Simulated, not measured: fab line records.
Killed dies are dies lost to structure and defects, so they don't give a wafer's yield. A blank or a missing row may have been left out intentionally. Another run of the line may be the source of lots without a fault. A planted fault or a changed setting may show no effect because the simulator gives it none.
Lot-split experiment ; flow n5_finfet ; 21 wafers read across 7 lots, on a route 1938 steps long

ABOUT THE SPLIT
At N5_BEOL_M0_SAQP_SPACER2_ALD_26 (deposits SiO2, target thk 15 nm, pulse time 1 s, purge time 2 s), the setting target_thk_a was moved away from the recipe's 150 angstrom on 2 of the 21 wafers read, by +8.6% to +8.7%. For the rest of the wafers, this setting stayed at what the recipe calls for.

FROM THE SPLIT TO THE READING: what the file shows between them, 2 steps
- N5_BEOL_M0_SAQP_SPACER2_ETCHBACK_27: etches SiO2 in CHF3/O2, target depth 22.5 nm, time 11.25 s
- N5_BEOL_M0_SAQP_MANDREL2_REMOVE_110: chemistry HBr/Cl2/O2, target a-Si, stops on SiCN, bt time 10 s

THE READING
At N5_BEOL_M0_SAQP_CD_MEAS_29: cd_nm in nanometres, against a target cd of 14.4 nm. Typical for fault-free wafers on this fab line: 14.99 nm, with standard deviation 0.23 nm.

wafer;tool, chamber at the split;target_thk_a as run, angstrom;against the recipe;cd_nm, nm;against lot-mates on the recipe
L079.1;ald_sin-04, 0,3,0;150;recipe;14.88;-
L079.2;ald_sin-04, 0,3,0;150;recipe;15.12;-
L079.6;ald_sin-04, 0,3,0;150;recipe;14.74;-
L081.3;ald_sin-04, 3,1,0;150;recipe;15.10;-
L081.5;ald_sin-04, 3,1,0;150;recipe;14.88;-
L081.6;ald_sin-04, 3,1,0;150;recipe;14.97;-
L082.1;ald_sin-02, 2,3,1;150;recipe;14.56;-
L082.2;ald_sin-02, 2,3,1;150;recipe;15.29;-
L082.3;ald_sin-02, 2,3,1;150;recipe;14.98;-
L086.3;ald_sin-04, 2,3,0;150;recipe;14.90;-
L086.5;ald_sin-04, 2,3,0;150;recipe;15.47;-
L086.6;ald_sin-04, 2,3,0;150;recipe;15.01;-
L088.1;ald_sin-02, 0,1,2;150;recipe;14.84;-
L088.2;ald_sin-02, 0,1,2;150;recipe;14.64;-
L088.4;ald_sin-02, 0,1,2;150;recipe;15.15;-
L093.3;ald_sin-04, 3,1;150;recipe;15.03;-
L093.4;ald_sin-04, 3,1;150;recipe;15.37;-
L093.5;ald_sin-04, 1;162.9;+8.6%;16.58;+1.38
L095.1;ald_sin-03, 1,2;150;recipe;14.74;-
L095.2;ald_sin-03, 1,2;150;recipe;15.14;-
L095.4;ald_sin-03, 0;163;+8.7%;16.27;+1.33
Rows listing several chambers each stand for several wafers; the file does not say which wafer went through which chamber.

FIT RESULTS
A straight line over all 21 wafers: cd_nm changes by +0.166 nm for each +1% of target_thk_a; r = +0.88; the points scatter about the line by 0.24 nm.
The same after taking each lot's own level away (the mean of its wafers on the recipe; 21 wafers): +0.157 nm for each +1%; r = +0.90; scatter 0.21 nm.
According to that fit, moving target_thk_a by its largest amount changes the reading by 1.4 nm.
The lots' own levels span 14.877 to 15.200 nm, that is 1.4 times the standard deviation above.
The two slopes are in agreement: the lot-to-lot level therefore moves the slope only a little.
Check: for one of the wafers moved furthest among these (+8.7%), held out of the fit, the line's prediction against its lot-mates is +1.39 nm. It came out at +1.33 nm against them.

THE WHOLE CHAIN: every reading that the file lists as answering this split, in the file's order
step;what it does;reading;change (the file's fit);r (the file's)
N5_BEOL_M0_SAQP_SPACER2_ALD_26;deposits SiO2, target thk 15 nm, pulse time 1 s, purge time 2 s;SiO2_of_BEOL_M0_SAQP_SPACER2_ALD_26.thk_nm (the simulator's own value, which no gauge read);+0.139 nm for each +1% of the setting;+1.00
N5_BEOL_M0_SAQP_MANDREL2_REMOVE_110;chemistry HBr/Cl2/O2, target a-Si, stops on SiCN, bt time 10 s;BEOL_M0_SAQP.cd_nm (the simulator's own value, which no gauge read);+0.151 nm for each +1% of the setting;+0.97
N5_BEOL_M0_SAQP_CD_MEAS_29;target cd 14.4 nm;cd_nm;+0.157 nm for each +1% of the setting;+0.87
N5_BEOL_M0_CUTY_ETCH_63;etches SOC in N2/H2, target depth 82.7 nm, overetch 16.5 nm, time 124 s;SiO2_of_BEOL_M0_SAQP_SPACER2_ALD_26.thk_nm (the simulator's own value, which no gauge read);+0.151 nm for each +1% of the setting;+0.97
N5_BEOL_M0_HM_OPEN_105;chemistry Cl2/BCl3, target TiN, target depth 12 nm;SiO2_of_BEOL_M0_SAQP_SPACER2_ALD_26.thk_nm (the simulator's own value, which no gauge read);+0.133 nm for each +1% of the setting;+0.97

THE FILE'S OWN FIT
cd_nm changes by +0.157 nm for each +1% of target_thk_a, r = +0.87.
